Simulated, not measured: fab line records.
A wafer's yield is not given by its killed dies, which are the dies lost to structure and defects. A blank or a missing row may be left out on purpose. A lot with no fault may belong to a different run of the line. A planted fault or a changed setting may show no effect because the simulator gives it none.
Matching of chambers / flow nand_harc / NHARC_P_BONDPAD_CMP_19 on cmp-02 has 4 sister chambers
The step polishes, t overpolish 30 s, cu recess touch 16 s, target thk 160.81 nm. 8 wafers are shown with their chamber, then 8 later ones without.

EACH WAFER AND ITS CHAMBER
wafer=L080.1; chamber=0; motor_current_A (A)=14.2; overpolish_run_s (s)=30.000
wafer=L080.6; chamber=2; motor_current_A (A)=11.4; overpolish_run_s (s)=29.997
wafer=L081.2; chamber=2; motor_current_A (A)=11.9; overpolish_run_s (s)=29.987
wafer=L081.4; chamber=3; motor_current_A (A)=10.5; overpolish_run_s (s)=30.005
wafer=L084.3; chamber=3; motor_current_A (A)=10.4; overpolish_run_s (s)=29.994
wafer=L084.5; chamber=0; motor_current_A (A)=13.3; overpolish_run_s (s)=29.996
wafer=L084.6; chamber=1; motor_current_A (A)=12.7; overpolish_run_s (s)=30.008
wafer=L086.1; chamber=1; motor_current_A (A)=12.5; overpolish_run_s (s)=30.000

WAFERS WHOSE CHAMBER IS MISSING
wafer=L086.5; motor_current_A (A)=13.9; overpolish_run_s (s)=29.996
wafer=L086.6; motor_current_A (A)=12.9; overpolish_run_s (s)=29.995
wafer=L089.3; motor_current_A (A)=12.0; overpolish_run_s (s)=30.002
wafer=L089.5; motor_current_A (A)=11.7; overpolish_run_s (s)=29.998
wafer=L089.6; motor_current_A (A)=13.1; overpolish_run_s (s)=29.998
wafer=L091.3; motor_current_A (A)=12.5; overpolish_run_s (s)=30.009
wafer=L091.5; motor_current_A (A)=12.7; overpolish_run_s (s)=30.013
wafer=L091.6; motor_current_A (A)=13.5; overpolish_run_s (s)=29.998

WHICH CHAMBER EACH ONE RAN IN
wafer=L086.5; from the rows above=0; in truth=0
wafer=L086.6; from the rows above=can't be placed: 1 or 0 or 2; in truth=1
wafer=L089.3; from the rows above=can't be placed: 1 or 2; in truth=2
wafer=L089.5; from the rows above=can't be placed: 2 or 1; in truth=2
wafer=L089.6; from the rows above=can't be placed: 1 or 0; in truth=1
wafer=L091.3; from the rows above=1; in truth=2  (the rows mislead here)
wafer=L091.5; from the rows above=1; in truth=1
wafer=L091.6; from the rows above=can't be placed: 0 or 1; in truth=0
2 of 8 placed correctly. Cannot be placed on the basis of these rows: 5; the candidates contain the true chamber in 5. 1 placed wrongly.
How it was worked out, from the rows above alone: a wafer's distance from a chamber is the root of the sum, over the readings, of the square of ((its reading less the chamber's mean) divided by the reading's scatter). The wafer belongs to the nearest chamber; if the next one is less than 2 further off, it can't be placed. Each chamber's mean is taken over the wafers shown for it. The scatter is the square root of a quotient: the sum, over the shown wafers, of each reading's squared deviation from its chamber's mean, divided by wafers minus chambers.
